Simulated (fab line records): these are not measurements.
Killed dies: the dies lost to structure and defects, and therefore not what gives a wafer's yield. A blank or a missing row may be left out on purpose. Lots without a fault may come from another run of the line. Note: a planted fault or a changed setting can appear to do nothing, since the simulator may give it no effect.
Problem report, 8D (eight disciplines) form, completed by code + flow n5 finfet + the parts of the form that need people (team, actions taken, sign-off) are left out

1. THE PROBLEM
M0_RS at N5_BEOL_M0_RS_MEAS_126 reads a mean of 0.759 ohm/sq on 4 wafers of 3 lots; wafers without a fault read 0.531 ohm/sq with a standard deviation of 0.019. That is +12 standard deviations from the usual mean.
The step: measures by four-point-probe.
Earliest sighting: wafer L384.5 on film metro-01 at day 10 09:27. At this step, 27 wafers from 10 lots have a number in the record. Rule for "out" (also "out of limits"): further than 4 standard deviations from the usual mean. The rest of the wafers with a number are treated as sound.

2. WHAT IT IS AND WHAT IT IS NOT
| question                    | is                             | is not                                                             |
|-----------------------------|--------------------------------|--------------------------------------------------------------------|
| which readings at this step | M0_RS                          | -                                                                  |
| which lots                  | L384, L387, L388               | L368, L370, L374, L376, L378, L379, L381                           |
| which wafers of those lots  | L384.5, L387.5, L388.4, L388.5 | L384.1, L387.3                                                     |
| read on which gauges        | film metro-01, film metro-02   | -                                                                  |
| when                        | from day 10 09:27              | up to then (22 sound wafers); but 1 sound wafer of L387 came after |

3. WHAT RULES OUT EACH SUSPECT
Counting: any tool at a process step up to the reading remains a suspect provided it ran every lot that is out. Sound lots after the first of them don't rule it out here, since some wafers of a struck lot are sound.
- the gauge at N5_BEOL_M0_RS_MEAS_126 is ruled out. 2 gauges (film metro-01, film metro-02) read the wafers that are out.
- pecvd-02 at N5_BEOL_M0_SAQP_ILD_DEP_01 (deposits SiOC from DEMS/O2, target thk 45.419 nm, time 8.7 s): kept. Every lot that is out went through it, the first being L384 (day 9 18:14); the last sound lot it ran before that was L379 (day 8 08:53).
- pvd sputter-03 at N5_BEOL_M0_SURFACE_TREAT_137: kept. Every lot that is out went through it, the first being L384 (day 10 07:25); the last sound lot it ran before that was L381 (day 9 11:28).
Remaining after the count are pecvd-02 at N5_BEOL_M0_SAQP_ILD_DEP_01 and pvd sputter-03 at N5_BEOL_M0_SURFACE_TREAT_137.

4. THE CAUSE (what the simulator had put in)
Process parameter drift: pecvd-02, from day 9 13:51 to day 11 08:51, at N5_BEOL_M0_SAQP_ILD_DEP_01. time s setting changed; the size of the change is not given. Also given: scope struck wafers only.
After counting, 2 suspects remain, this tool included.

5. THE EFFECT CHAIN, in route order
One row per reading whose mean, taken over the struck wafers that have a number, lies over 3 standard deviations from the usual. Only readings for which the record gives a usual standard deviation are gone through. hours: the time from each lot's start at the first step in this table that gives one to its start at this step, as a median over the lots. sigmas: the change in usual standard deviations.
| hours | step                   | reading | usual        | on struck wafers | change | sigmas |
|-------|------------------------|---------|--------------|------------------|--------|--------|
| 0     | N5_BEOL_M0_RS_MEAS_126 | M0_RS   | 0.531 ohm/sq | 0.759            | +0.228 | +12    |
At these later measuring or inspecting steps, every struck wafer for which the step has a row has a number for every such reading, and none has moved that far: N5_BEOL_M4_RC_MEAS_101.

6. WHAT WOULD HAVE CAUGHT IT SOONER
20 hours passed between the start of the fault at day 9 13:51 and the first reading out of limits at a measuring or inspecting step in this record, taken at day 10 09:27.
No tool reading at N5_BEOL_M0_SAQP_ILD_DEP_01 that has a usual standard deviation in the record was out on any struck wafer, so an alarm limit of 4 standard deviations on those readings would not have fired.
Lots out: 3; of these, L388 started N5_BEOL_M0_SAQP_ILD_DEP_01 on pecvd-02 after day 10 09:27. It would have been spared by a hold on the tool at that moment.
